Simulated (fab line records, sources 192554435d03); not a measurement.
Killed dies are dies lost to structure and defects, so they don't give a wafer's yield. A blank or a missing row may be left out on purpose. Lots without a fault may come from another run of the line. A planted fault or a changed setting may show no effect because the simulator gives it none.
fab line records | flow n5_finfet
record lots=6 wafers=18 last_day=19
route steps=1938 shown BEOL_M14@1745
lots that met no fault: from a run of the same line without faults
start_h: hours from the record's first day to the start of the lot's first wafer shown | wait_h: hours since the lot's step before | " the same as in the row above | L1.1+2: a row that stands for several wafers | - no value, or no start given | * or withheld: withheld | < > ~ a bound
route shown NAME@n: a module of which the file shows steps, and the number in the route of the first | usual: mean/standard deviation of fault-free wafers | same: alike in all rows | chamber/n: place in a boat | sites: the reading at each site | _std_site: their standard deviation | _edge_site: outer sites' mean less inner sites' | radius_mm: how far each site lies from the wafer's centre | mask NAME#n: copy n | behind: the tool/chamber that last shaped the wafer | hold: why the lot was held/for how many hours/how that ended | device: the transistor (n, p or np) that didn't switch | end of line: the same wafers' tests at the end of the route | a step without rows: its recipe alone | killed: dies lost to structure and defects at the first sort, not the wafer's yield | map: a wafer's dies, x killed, . not, _ none there
set.NAME: the setting as run; set.NAME@STEP: as run at that earlier step | model.NAME: the simulator's own value behind a step, which no gauge read
lots at some steps of the route; a table a step, a row a wafer
services: from which hour (start_h, from the record's first day; less than 0 if before it) a tool's chamber was out of use, for how many hours, and why
## steps
# step N5_BEOL_M14_HARDBAKE_32
# recipe temp_c=130 time_s=120
# step N5_BEOL_M14_CD_MEAS_28
# recipe target_cd_nm=284.4 landing_energy_ev=500 detector=se_inlens
# usual cd_nm=285.4/2.2
# same landing_energy_ev=500
# columns lot.wafer tool chamber start_h wait_h cd_nm
L749.1 cd_sem-01 0 270.63 - 284.8
L749.3 " 0 " " 283.4
L749.5 " 0 " " 282.7
L755.3 cd_sem-03 0 320.33 - 283.3
L755.5 " 0 " " 285.0
L755.6 " 0 " " 284.6
L758.2 cd_sem-03 0 354.01 - 288.3
L758.4 " 0 " " 284.3
L758.6 " 0 " " 285.4
L760.1 cd_sem-03 0 371.82 - 285.4
L760.2 " 0 " " 286.2
L760.5 " 0 " " 288.5
L767.1 cd_sem-03 0 391.10 - 283.7
L767.2 " 0 " " 284.9
L767.6 " 0 " " 284.2
L771.3 cd_sem-02 0 420.64 - 287.7
L771.5 " 0 " " 288.2
L771.6 " 0 " " 287.9
# step N5_BEOL_M14_OVL_MEAS_29
# recipe points_per_wafer=44
# usual M14_OVL=2/5.1
# columns lot.wafer tool chamber start_h wait_h M14_OVL[nm]
L749.1 overlay-01 0 270.66 0.0 -4
L749.3 " 0 " " -2
L749.5 " 0 " " 0
L755.3 overlay-01 0 320.35 0.0 0
L755.5 " 0 " " 7
L755.6 " 0 " " 4
L758.2 overlay-01 0 354.04 0.0 5
L758.4 " 0 " " 0
L758.6 " 0 " " 0
L760.1 overlay-02 0 371.85 0.0 -6
L760.2 " 0 " " 0
L760.5 " 0 " " -5
L767.1 overlay-01 0 391.13 0.0 7
L767.2 " 0 " " 13
L767.6 " 0 " " 11
L771.3 overlay-01 0 420.67 0.0 7
L771.5 " 0 " " 16
L771.6 " 0 " " 10
# step N5_BEOL_M14_INSPECT_30
# recipe mode=adi inspect_instrument=macro
# usual raw_defect_count=2.1/1.5
# columns lot.wafer tool chamber start_h wait_h raw_defect_count
L749.1 defect_inspect-02 - 270.68 0.0 2
L749.3 " - " " 1
L749.5 " - " " 2
L755.3 defect_inspect-01 - 320.38 0.0 4
L755.5 " - " " 0
L755.6 " - " " 1
L758.2 defect_inspect-01 - 354.07 0.0 2
L758.4 " - " " 1
L758.6 " - " " 1
L760.1 defect_inspect-02 - 371.87 0.0 2
L760.2 " - " " 0
L760.5 " - " " 3
L767.1 defect_inspect-01 - 391.15 0.0 3
L767.2 " - " " 3
L767.6 " - " " 2
L771.3 defect_inspect-01 - 420.70 0.0 3
L771.5 " - " " 5
L771.6 " - " " 3
# step N5_BEOL_M14_DESCUM_33
# recipe chemistry=O2 time_s=7.9 source_power_w=50 bias_power_w=20 pressure_mtorr=20 rf_frequency_hz=2.712e+07 temp_c=40 o2_flow_sccm=225
# usual drypump_motor_current_A=5.6/0.37 oes_product_au=0.82/0.073 rf_vpp_V=243.9/1.1 showerhead_plenum_p_Torr=2.14/0.048 temp_c=39.98/0.11 throttle_valve_pct=20.25/0.26
# columns lot.wafer tool chamber start_h wait_h drypump_motor_current_A oes_product_au rf_hours_counter_h rf_vpp_V showerhead_plenum_p_Torr temp_c throttle_valve_pct
L749.1 rie_diel-06 2 270.72 0.0 5.6 0.91 23 244.2 2.14 39.90 19.99
L749.3 " 3 " " 4.9 0.68 238 242.1 1.97 39.89 20.34
L749.5 " 2 " " 5.6 0.90 - 244.3 2.14 40.11 19.99
L755.3 rie_diel-04 3 320.50 0.1 5.5 0.82 57 244.7 2.15 39.78 20.19
L755.5 " 3 " " 5.5 0.84 - 242.7 2.15 39.80 20.18
L755.6 " 0 " " 6.1 0.87 - 243.8 2.14 40.14 20.07
L758.2 rie_diel-01 1 354.16 0.1 5.3 0.98 4 243.7 2.13 39.96 20.14
L758.4 " 3 " " 5.2 0.82 90 244.8 2.11 40.13 20.17
L758.6 " 2 " " 5.9 0.76 - 244.9 2.19 40.08 20.17
L760.1 rie_diel-01 0 371.92 0.0 5.9 0.81 85 244.2 2.21 39.95 20.06
L760.2 " 1 " " 5.3 0.96 11 243.1 2.13 40.01 20.16
L760.5 " 0 " " 5.9 0.81 - 246.2 2.21 39.90 20.07
L767.1 rie_diel-04 0 391.19 0.0 6.1 0.83 99 244.3 2.13 40.04 20.12
L767.2 " 3 " " 5.5 0.81 84 243.2 2.14 40.21 20.22
L767.6 " 1 " " 6.2 0.96 - 243.6 2.16 40.01 20.66
L771.3 rie_diel-01 2 420.90 0.2 5.9 0.73 152 243.3 2.18 39.89 20.23
L771.5 " 2 " " 5.9 0.74 - 244.0 2.18 40.00 20.24
L771.6 " 3 " " 5.3 0.80 - 244.0 2.10 39.98 20.22
# step N5_BEOL_M14_ETCH_67
# recipe chemistry=CF4 target=SiARC target_depth_a=1430 time_s=238.3 ion_energy_ev=80 pressure_mtorr=40 source_w=545 bias_w=36 Ar_flow_sccm=100 cf4_flow_sccm=100 ends=cleared
# usual drypump_motor_current_A=5.6/0.37 etch_rf_on_time_s=238/4.5 oes_product_au=0.70/0.063 rf_vpp_V=184.5/1 showerhead_plenum_p_Torr=2.18/0.049 throttle_valve_pct=15.40/0.25
# columns lot.wafer tool chamber start_h wait_h drypump_motor_current_A etch_rf_on_time_s oes_product_au rf_hours_counter_h rf_vpp_V showerhead_plenum_p_Torr throttle_valve_pct
L749.1 rie_diel-06 2 270.75 0.0 5.6 235 0.78 23 184.3 2.18 15.11
L749.3 " 3 " " 4.9 247 0.57 238 182.9 2.04 15.73
L749.5 " 2 " " 5.6 235 0.78 - 185.6 2.18 15.09
L755.3 rie_diel-04 3 320.53 0.0 5.5 237 0.70 57 186.9 2.18 15.25
L755.5 " 3 " " 5.5 237 0.71 - 183.1 2.18 15.24
L755.6 " 0 " " 6.1 235 0.74 - 183.5 2.17 15.18
L758.2 rie_diel-01 1 354.20 0.0 5.3 238 0.84 5 184.3 2.20 15.42
L758.4 " 3 " " 5.2 231 0.70 90 185.2 2.17 15.43
L758.6 " 2 " " 5.9 249 0.63 - 185.8 2.21 15.37
L760.1 rie_diel-01 0 371.95 0.0 5.9 243 0.68 85 185.7 2.25 15.22
L760.2 " 1 " " 5.3 238 0.81 11 184.9 2.20 15.44
L760.5 " 0 " " 5.9 245 0.67 - 186.2 2.25 15.21
L767.1 rie_diel-04 0 391.22 0.0 6.1 241 0.70 99 184.9 2.16 15.24
L767.2 " 3 " " 5.5 237 0.68 84 185.0 2.17 15.30
L767.6 " 1 " " 6.2 234 0.83 - 184.7 2.19 15.64
L771.3 rie_diel-01 2 420.94 0.0 5.9 240 0.63 152 185.4 2.20 15.43
L771.5 " 2 " " 5.9 240 0.63 - 185.4 2.21 15.40
L771.6 " 3 " " 5.2 226 0.69 - 183.5 2.16 15.48
# step N5_BEOL_M14_ETCH_68
# recipe chemistry=N2/H2 target=SOC mask_material=SiARC source_w=3000 bias_w=350 temp_c=40 time_s=450 ion_energy_ev=200 pressure_mtorr=30 n2_flow_sccm=200 h2_flow_sccm=200
# usual drypump_motor_current_A=5.6/0.37 oes_product_au=0.82/0.074 rf_vpp_V=525.2/1.8 showerhead_plenum_p_Torr=2.59/0.064 temp_c=40.00/0.12 throttle_valve_pct=17.51/0.26
# columns lot.wafer tool chamber start_h wait_h drypump_motor_current_A oes_product_au rf_hours_counter_h rf_vpp_V showerhead_plenum_p_Torr temp_c throttle_valve_pct
L749.1 rie_diel-06 2 270.90 0.1 5.6 0.88 23 526.3 2.60 40.20 17.39
L749.3 " 3 " " 4.9 0.67 239 520.8 2.40 40.04 17.68
L749.5 " 2 " " 5.6 0.90 - 525.4 2.60 40.06 17.40
L755.3 rie_diel-04 3 320.68 0.1 5.5 0.83 57 525.3 2.56 39.94 17.25
L755.5 " 3 " " 5.5 0.84 - 523.6 2.56 40.00 17.24
L755.6 " 0 " " 6.0 0.87 - 523.8 2.57 40.14 17.37
L758.2 rie_diel-01 1 354.34 0.1 5.3 0.99 5 525.5 2.59 39.91 17.50
L758.4 " 3 " " 5.2 0.82 91 526.0 2.56 39.95 17.53
L758.6 " 2 " " 5.9 0.75 - 526.8 2.66 40.02 17.59
L760.1 rie_diel-01 0 372.10 0.1 5.9 0.81 86 527.8 2.67 39.99 17.32
L760.2 " 1 " " 5.3 0.96 11 526.3 2.59 40.15 17.49
L760.5 " 0 " " 5.9 0.81 - 527.5 2.67 39.93 17.31
L767.1 rie_diel-04 0 391.37 0.1 6.1 0.82 99 525.0 2.56 39.97 17.42
L767.2 " 3 " " 5.5 0.80 84 524.3 2.55 40.22 17.29
L767.6 " 1 " " 6.2 0.97 - 523.9 2.60 40.00 17.77
L771.3 rie_diel-01 2 421.08 0.1 5.9 0.73 153 525.8 2.65 39.77 17.64
L771.5 " 2 " " 5.9 0.73 - 526.0 2.65 39.91 17.64
L771.6 " 3 " " 5.2 0.79 - 523.7 2.55 39.88 17.56
# step N5_BEOL_M14_STRIP_69
# recipe chemistry=N2/H2 temp_c=40 n2_flow_sccm=200 h2_flow_sccm=200 rf_frequency_hz=6e+07
# step N5_BEOL_M14_TRENCH_ETCH_34
# recipe chemistry=C4F8/O2/Ar target=SiO2 target_depth_a=5566.5 mask_material=SOC he_inner_torr=15 he_outer_torr=30 time_s=126.9 ion_energy_ev=800 pressure_mtorr=20 source_w=1905 bias_w=2040 Ar_flow_sccm=400 C4F8_flow_sccm=16 O2_flow_sccm=12
# usual drypump_motor_current_A=5.7/0.37 oes_product_au=0.82/0.075 rf_vpp_V=2224/46 showerhead_plenum_p_Torr=3.50/0.08 throttle_valve_pct=30.7/0.33
# columns lot.wafer tool chamber start_h wait_h drypump_motor_current_A oes_product_au rf_hours_counter_h rf_vpp_V showerhead_plenum_p_Torr throttle_valve_pct
L749.1 rie_diel-06 2 271.17 0.0 5.6 0.92 23 2143 3.50 30.5
L749.3 " 3 " " 4.9 0.68 239 2207 3.27 30.7
L749.5 " 2 " " 5.6 0.91 - 2145 3.50 30.5
L755.3 rie_diel-04 3 320.95 0.0 5.5 0.83 57 2322 3.49 30.5
L755.5 " 3 " " 5.5 0.83 - 2321 3.49 30.5
L755.6 " 0 " " 6.1 0.86 - 2250 3.48 30.4
L758.2 rie_diel-01 1 354.62 0.0 5.3 0.97 5 2224 3.52 30.8
L758.4 " 3 " " 5.2 0.82 91 2160 3.48 30.8
L758.6 " 2 " " 6.0 0.74 - 2183 3.55 30.3
L760.1 rie_diel-01 0 372.37 0.0 5.9 0.80 86 2224 3.63 30.6
L760.2 " 1 " " 5.3 0.95 12 2225 3.52 30.8
L760.5 " 0 " " 5.9 0.79 - 2223 3.63 30.6
L767.1 rie_diel-04 0 391.64 0.0 6.1 0.83 99 2248 3.46 30.4
L767.2 " 3 " " 5.5 0.80 84 2319 3.48 30.5
L767.6 " 1 " " 6.2 0.96 - 2217 3.54 31.3
L771.3 rie_diel-01 2 421.36 0.0 6.0 0.72 153 2184 3.54 30.4
L771.5 " 2 " " 5.9 0.72 - 2184 3.54 30.4
L771.6 " 3 " " 5.2 0.80 - 2159 3.47 30.8
# step N5_BEOL_M14_STRIP_70
# recipe chemistry=C4F8/O2/Ar resist=SiARC rf_frequency_hz=6e+07
# step N5_BEOL_M14_OCD_MEAS_35
# usual trench_depth_nm=557/12
# columns lot.wafer tool chamber start_h wait_h trench_depth_nm
L749.1 ocd-01 - 271.33 0.0 567
L749.3 " - " " 539
L749.5 " - " " 563
L755.3 ocd-01 - 321.11 0.0 557
L755.5 " - " " 555
L755.6 " - " " 561
L758.2 ocd-01 - 354.77 0.0 560
L758.4 " - " " 579
L758.6 " - " " 536
L760.1 ocd-01 - 372.53 0.0 548
L760.2 " - " " 559
L760.5 " - " " 540
L767.1 ocd-02 - 391.80 0.0 559
L767.2 " - " " 557
L767.6 " - " " 571
L771.3 ocd-01 - 421.51 0.0 542
L771.5 " - " " 540
L771.6 " - " " 576
# step N5_BEOL_M14_STRIP_37
# recipe chemistry=O2 power_w=600 temp_c=60 pressure_mtorr=30 rf_frequency_hz=6e+07 bias_power_w=0 overash_fraction=0.3 o2_flow_sccm=225
# usual drypump_motor_current_A=5.8/0.35 oes_product_au=0.83/0.074 rf_vpp_V=3.8/0.99 showerhead_plenum_p_Torr=2.14/0.041 temp_c=59.99/0.11 throttle_valve_pct=16.52/0.25
# columns lot.wafer tool chamber start_h wait_h drypump_motor_current_A oes_product_au rf_hours_counter_h rf_vpp_V showerhead_plenum_p_Torr temp_c throttle_valve_pct
L749.1 rie_diel-01 1 272.60 1.3 5.3 0.69 238 6.6 2.14 60.06 16.82
L749.3 " 3 " " 5.2 0.85 61 3.8 2.12 60.00 16.39
L749.5 " 2 " " 5.9 0.78 - 2.2 2.20 59.92 16.44
L755.3 rie_diel-04 3 322.10 1.0 5.5 0.83 57 3.5 2.15 59.98 16.39
L755.5 " 0 " " 6.1 0.86 - 3.3 2.14 60.08 16.32
L755.6 " 1 " " 6.2 0.70 - 4.6 2.17 59.94 17.22
L758.2 rie_diel-01 2 357.42 2.6 5.9 0.77 127 5.1 2.19 60.01 16.50
L758.4 " 1 " " 5.3 0.98 - 3.4 2.14 59.97 16.37
L758.6 " 3 " " 5.2 0.83 - 3.5 2.11 60.08 16.44
L760.1 rie_diel-01 1 374.52 2.0 5.3 0.94 12 4.3 2.13 60.29 16.38
L760.2 " 2 " " 5.9 0.76 133 6.6 2.19 59.98 16.49
L760.5 " 3 " " 5.3 0.81 - 3.9 2.11 59.97 16.45
L767.1 rie_diel-04 0 394.25 2.5 6.1 0.84 100 3.3 2.13 60.13 16.38
L767.2 " 1 " " 6.2 0.94 6 4.7 2.16 59.73 16.80
L767.6 " 1 " " 6.2 0.94 - 3.3 2.16 59.95 16.82
L771.3 rie_diel-06 2 427.16 5.6 5.6 0.83 78 3.3 2.12 60.07 16.34
L771.5 " 2 " " 5.6 0.83 - 3.7 2.12 60.05 16.33
L771.6 " 3 " " 5.0 0.87 - 2.7 2.21 59.94 16.33
# step N5_BEOL_M14_ETCH_38
# recipe chemistry=CF4/N2 target=SiCN target_depth_a=1065 taper_deg=2 time_s=120.6 ion_energy_ev=150 mask_material=SiO2 pressure_mtorr=40 source_w=430 bias_w=70 Ar_flow_sccm=100 cf4_flow_sccm=60 n2_flow_sccm=60
# usual drypump_motor_current_A=5.8/0.35 oes_product_au=0.83/0.076 rf_vpp_V=383.2/1.4 showerhead_plenum_p_Torr=2.24/0.047 throttle_valve_pct=15.24/0.25
# columns lot.wafer tool chamber start_h wait_h drypump_motor_current_A oes_product_au rf_hours_counter_h rf_vpp_V showerhead_plenum_p_Torr throttle_valve_pct model.etch.depth_nm
L749.1 rie_diel-01 1 272.64 - 5.3 0.70 238 383.8 2.27 15.69 94.83
L749.3 " 3 " " 5.2 0.86 61 382.6 2.24 15.18 99.76
L749.5 " 2 " " 6.0 0.77 - 383.5 2.30 15.16 93.47
L755.3 rie_diel-04 3 322.14 - 5.5 0.82 57 382.6 2.24 15.05 96.45
L755.5 " 0 " " 6.1 0.86 - 382.7 2.24 15.01 97.32
L755.6 " 1 " " 6.3 0.70 - 382.5 2.27 15.93 96.69
L758.2 rie_diel-01 2 357.46 - 5.9 0.63 127 386.1 2.29 15.24 72.09
L758.4 " 1 " " 5.3 0.84 - 382.4 2.27 15.22 75.17
L758.6 " 3 " " 5.2 0.71 - 384.1 2.23 15.26 77.45
L760.1 rie_diel-01 1 374.56 - 5.3 0.82 12 383.1 2.26 15.24 75.32
L760.2 " 2 " " 5.9 0.64 133 385.0 2.29 15.23 72.77
L760.5 " 3 " " 5.2 0.70 - 381.5 2.23 15.28 77.55
L767.1 rie_diel-04 0 394.29 - 6.1 0.82 100 382.5 2.23 15.06 96.19
L767.2 " 1 " " 6.2 0.96 6 381.3 2.26 15.47 97.85
L767.6 " 1 " " 6.2 0.96 - 383.8 2.26 15.48 97.82
L771.3 rie_diel-06 2 427.20 - 5.6 0.83 78 383.9 2.23 15.05 97.84
L771.5 " 2 " " 5.6 0.83 - 381.8 2.23 15.06 97.83
L771.6 " 3 " " 5.0 0.87 - 385.3 2.34 15.17 98.25
# step N5_BEOL_M14_PRECLEAN_39
# recipe chemistry=residue_remover time_s=60 temp_c=40
## services
# columns tool chamber start_h hours kind
rie_diel-01 - 252.18 2.8 pm
rie_diel-06 3 304.55 - clean
rie_diel-06 3 304.55 - consumable_replace:focus_ring
rie_diel-06 3 304.55 - consumable_replace:showerhead
rie_diel-06 3 304.55 15.0 scheduled_down
rie_diel-06 3 304.55 15.0 vent_cycle
rie_diel-01 1 310.65 - clean
rie_diel-01 1 310.65 - consumable_replace:focus_ring
rie_diel-01 1 310.65 29.0 scheduled_down
rie_diel-01 1 310.65 29.0 vent_cycle
rie_diel-04 2 335.54 - clean
rie_diel-04 2 335.54 - consumable_replace:focus_ring
rie_diel-04 2 335.54 23.7 scheduled_down
rie_diel-04 2 335.54 23.7 vent_cycle
rie_diel-04 1 338.83 3.5 repair
rie_diel-06 1 354.22 10.2 repair
rie_diel-01 0 354.91 5.7 repair
rie_diel-04 1 359.22 - clean
rie_diel-04 1 359.22 - consumable_replace:focus_ring
rie_diel-04 1 359.22 19.2 scheduled_down
rie_diel-04 1 359.22 19.2 vent_cycle
## key
first_sign none at tools or gauges
model_effect step=N5_BEOL_M14_ETCH_38 value=etch.depth_nm without=96.86 struck=75.06
met_at N5_BEOL_M14_ETCH_38
struck_wafers L758.2,L758.4,L758.6,L760.1,L760.2,L760.5
onset_between 272.64 357.46
also_fits N5_BEOL_M14_STRIP_37:rie_diel-01
fault kind=process_parameter_drift tool=rie_diel-01 chamber=- onset_h=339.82 steps=N5_BEOL_M14_ETCH_38 channel=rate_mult offset=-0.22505 shape=step end_h=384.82
